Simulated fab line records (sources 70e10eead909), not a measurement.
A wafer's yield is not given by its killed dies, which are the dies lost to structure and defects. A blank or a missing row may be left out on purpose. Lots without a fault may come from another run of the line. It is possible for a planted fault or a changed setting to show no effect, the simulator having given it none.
The tool behind it: which one? -- flow nand-harc -- 6 lots with 18 wafers sampled at 5 steps, on a route of 1159 steps

== WHAT EACH GAUGE READ, for each wafer ==
NHARC_END_SORT_01.
lot,measured,on,killed-at-array
L384,day 22 14:53,prober-02,672 670 675

== WHICH TOOL RAN EACH LOT (tool, then ch and the chambers of the sampled wafers, then the start) ==
lot,NHARC_A_STAIRCASE_ETCH_253,NHARC_A_STAIRCASE_ETCH_294,NHARC_A_STAIRCASE_DEP_301,NHARC_A_STAIRCASE_HM_OPEN_463
L378,"rie-diel-12 ch 1,2, day 12 12:42","rie-diel-12 ch 0,1,3, day 12 22:05 or earlier","pecvd-02 ch 1,2, day 12 22:05","rie-diel-08 ch 0,1, no start"
L384,"rie-diel-12 ch 1,2,3, day 13 22:11","rie-diel-06 ch 1,2, day 14 06:08 or earlier","pecvd-04 ch 0,1,2, day 14 06:08","rie-diel-08 ch 2,3, day 22 14:53 or earlier"
L388,"rie-diel-06 ch 0,1,2, day 15 02:19","rie-diel-06 ch 1,2, day 15 11:25 or earlier","pecvd-04 ch 0,1,2, day 15 11:25","rie-diel-12 ch 0,2,3, no start"
L392,"rie-diel-12 ch 0,1,2, day 15 17:47","rie-diel-12 ch 0,1,3, day 16 02:50 or earlier","pecvd-04 ch 0,1,2, day 16 02:50","rie-diel-12 ch 0,2,3, no start"
L393,"rie-diel-12 ch 1,2,3, day 16 04:13","rie-diel-08 ch 1,2,3, day 16 13:46 or earlier","pecvd-02 ch 0,1, day 16 13:46","rie-diel-06 ch 1,2,3, no start"
L396,"rie-diel-08 ch 1,2,3, day 16 20:44","rie-diel-08 ch 1,2,3, day 17 06:23 or earlier","pecvd-04 ch 0,1, day 17 06:23","rie-diel-08 ch 0,2,3, no start"
- NHARC_A_STAIRCASE_ETCH_253: etches the open film in C4F8/O2, target depth 50 nm, time 20.2 s.
- NHARC_A_STAIRCASE_ETCH_294: etches the open film in C4F8/O2/Ar, target depth 4992 nm, time 1212.4 s.
- NHARC_A_STAIRCASE_DEP_301: deposits SiON, target thk 30 nm.
- NHARC_A_STAIRCASE_HM_OPEN_463: chemistry O2/COS.

== THE ANSWER, worked out from the rows above alone ==
Rule: the usual values come from the lots themselves. Put in order of their means at a reading, lots are off if they are a third of the lots or fewer, leave a main group of 4 or more, and stand apart from it by a gap of 3 or more times the standard deviation of the main group's means; of several such gaps the widest counts. A main group whose means are all the same, to the digits that the tables above print for the reading, isn't used. A lot without any number at a reading at which 4 lots or more have one is off too. The other lots that the step has rows for count as sound.
No lot is off on any of the readings shown, so nothing can be concluded from this.

== WHAT WAS PUT IN BY THE SIMULATOR ==
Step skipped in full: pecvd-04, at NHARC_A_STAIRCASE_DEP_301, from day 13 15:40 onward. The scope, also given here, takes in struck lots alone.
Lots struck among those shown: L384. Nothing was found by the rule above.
